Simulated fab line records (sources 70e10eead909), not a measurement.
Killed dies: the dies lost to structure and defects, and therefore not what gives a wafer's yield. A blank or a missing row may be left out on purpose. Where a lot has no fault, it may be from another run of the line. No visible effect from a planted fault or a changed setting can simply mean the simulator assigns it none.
A lot that was struck, set against a sound lot    flow nandHarc    25 steps out of a route of 1159
Sound: wafers L457.1, L457.4, L457.5. Wafers struck: L458.2, L458.4, L458.5. The cause is given at the end.
Order at every step that has rows: each side's tool, ch and its chambers, its first start. Under that, the readings that differ: sound wafers    struck wafers    difference of the means    sigmas: that difference in standard deviations of wafers without a fault.
alike: a reading whose means differ by less than 2 such deviations, as well as words and numbers matching on both sides. not compared: withheld readings; readings where some wafer has no value; bounds like >300 that might hide an equal value; numbers whose values overlap and for which the record gives no deviation.
The two part at a step that has a row with sigmas, a row that says differs or no value, or rows on one side only. Numbers that have no deviation but don't overlap get no sigmas and don't part them. A reading missing from all wafers of one side parts the sides only when that side holds two or more wafers.

first, 5 steps without rows for these wafers: NHARC_P_GATE_STRIP_15 (strips in SPM, time 780 s); NHARC_P_GATE_PRECLEAN_71 (cleans in SC1); NHARC_P_GATE_SRD_72; NHARC_P_GATE_OXIDE_16 (material SiO2, target thk 3 nm, ox time 392 s); NHARC_P_GATE_CVD_17 (deposits poly-Si, target thk 150 nm, time 900 s).
NHARC_P_GATE_HM_DEP_102: deposits aC, target thk 120 nm.
  sound on aclDep-03 ch 0, day 6 23:49; struck on aclDep-03 ch 0, day 7 01:12
  alike: throttleValvePct
NHARC_P_GATE_DEP_103: deposits SiON, target thk 30 nm.
  sound on pecvd-04 ch 0,1,2, day 7 00:32; struck on pecvd-04 ch 0,1,2, day 7 01:45
  alike: heaterPowerW
then, 5 steps without rows for these wafers: NHARC_P_GATE_DEHYDRATE_18 (time 120 s); NHARC_P_GATE_HMDS_19 (time 30 s); NHARC_P_GATE_COAT_20 (resist thk 90 nm); NHARC_P_GATE_SOFTBAKE_21 (time 55 s); NHARC_P_GATE_EBR_22.
NHARC_P_GATE_EXPOSE_23: exposes mask P GATE, target cd 120 nm.
  sound on arfiScanner-01 ch 0, day 7 00:53; struck on arfiScanner-02 ch 0, day 7 02:10
reading  sound                       struck                               difference  sigmas
mask     P_GATE#0 P_GATE#0 P_GATE#0  P_GATE_R1#0 P_GATE_R1#0 P_GATE_R1#0  differs     
then, 2 steps without rows for these wafers: NHARC_P_GATE_PEB_24 (peb time 65 s); NHARC_P_GATE_DEVELOP_25 (develop time 35 s).
NHARC_P_GATE_CD_MEAS_26 targets a cd of 120 nm.
  sound on cdSem-01 ch 0, day 7 01:01; struck on cdSem-03 ch 0, day 7 02:19
reading    sound              struck             difference  sigmas
cdNm (nm)  120.6 120.7 119.5  112.6 113.4 112.4  -7.5        -12
NHARC_P_GATE_OVL_MEAS_27:
  sound on overlay-01 at day 7 01:07; struck on overlay-02 at day 7 02:25
reading          sound           struck       difference  sigmas
overlayXNm (nm)  -2.1 -1.0 -1.1  0.8 0.1 0.6  +1.9        +2
  alike: overlayYNm
NHARC_P_GATE_INSPECT_28:
  sound on defectInspect-01 at day 7 01:09; struck on defectInspect-01 at day 7 02:27
  alike: rawDefectCount
NHARC_P_GATE_DESCUM_31: chemistry O2, time 3 s.
  sound on rieDiel-13 ch 0,2,3, day 7 01:13; struck on rieDiel-07 ch 0,1,3, day 7 02:32
reading                 sound              struck             difference  sigmas
model.P_GATE.cdNm (nm)  120.6 120.6 120.3  112.1 113.7 112.7  -7.7        
  alike: drypumpMotorCurrentA, oesProductAu, rfVppV, showerheadPlenumPTorr, throttleValvePct
  not compared: rfHoursCounterH
NHARC_P_GATE_ETCH_104: etches the open film in CF4/CHF3, target depth 60 nm.
  sound on rieDiel-13 ch 0,2, day 7 01:17; struck on rieDiel-07 ch 1,2,3, day 7 02:37
reading              sound              struck             difference  sigmas
oesProductAu (a.u.)  0.986 0.969 0.969  0.920 0.914 0.917  -0.058      -3
  alike: biasW, cf4FlowSccm, drypumpMotorCurrentA, rfVppV, showerheadPlenumPTorr, throttleValvePct
NHARC_P_GATE_HM_OPEN_105: chemistry O2/COS, target depth 360 nm.
  sound: rieDiel-13 ch 0,1,2; struck: rieDiel-07 ch 0,1,3
  alike: biasW, drypumpMotorCurrentA, oesProductAu, rfVppV, showerheadPlenumPTorr, throttleValvePct
  not compared: rfHoursCounterH
then, 2 steps without rows for these wafers: NHARC_P_GATE_STRIP_106 (strips in O2/COS); NHARC_P_GATE_ETCH_114 (etches the open film in CF4/O2, target depth 30 nm, overetch 3 nm, time 16.5 s).
NHARC_P_GATE_ETCH_32: etches the open film in HBr/Cl2, target depth 150 nm, time 100.1 s.
  sound on rieSi-06 ch 0,2, day 7 01:43; struck on rieSi-04 ch 0,2, day 7 03:04
reading                 sound              struck           difference  sigmas
model.P_GATE.cdNm (nm)  118.4 124.3 119.9  109.2 113 113.1  -9.1        
  alike: biasW, drypumpMotorCurrentA, oesProductAu, throttleValvePct
  not compared: rfHoursCounterH
NHARC_P_GATE_STRIP_108: strips in O2.
  sound on rieDiel-13 ch 0,1,3, day 7 01:53; struck on rieDiel-01 ch 1,2,3, day 7 03:15
  alike: drypumpMotorCurrentA, oesProductAu, rfVppV, showerheadPlenumPTorr, throttleValvePct
  not compared: rfHoursCounterH

WHERE THEY PART
Last at NHARC_P_GATE_ETCH_104 as far as this record goes, first at NHARC_P_GATE_EXPOSE_23. Later steps at which nothing parts them and some readings are alike: NHARC_P_GATE_HM_OPEN_105, NHARC_P_GATE_ETCH_32, NHARC_P_GATE_STRIP_108.

WHY: the cause the simulator had injected
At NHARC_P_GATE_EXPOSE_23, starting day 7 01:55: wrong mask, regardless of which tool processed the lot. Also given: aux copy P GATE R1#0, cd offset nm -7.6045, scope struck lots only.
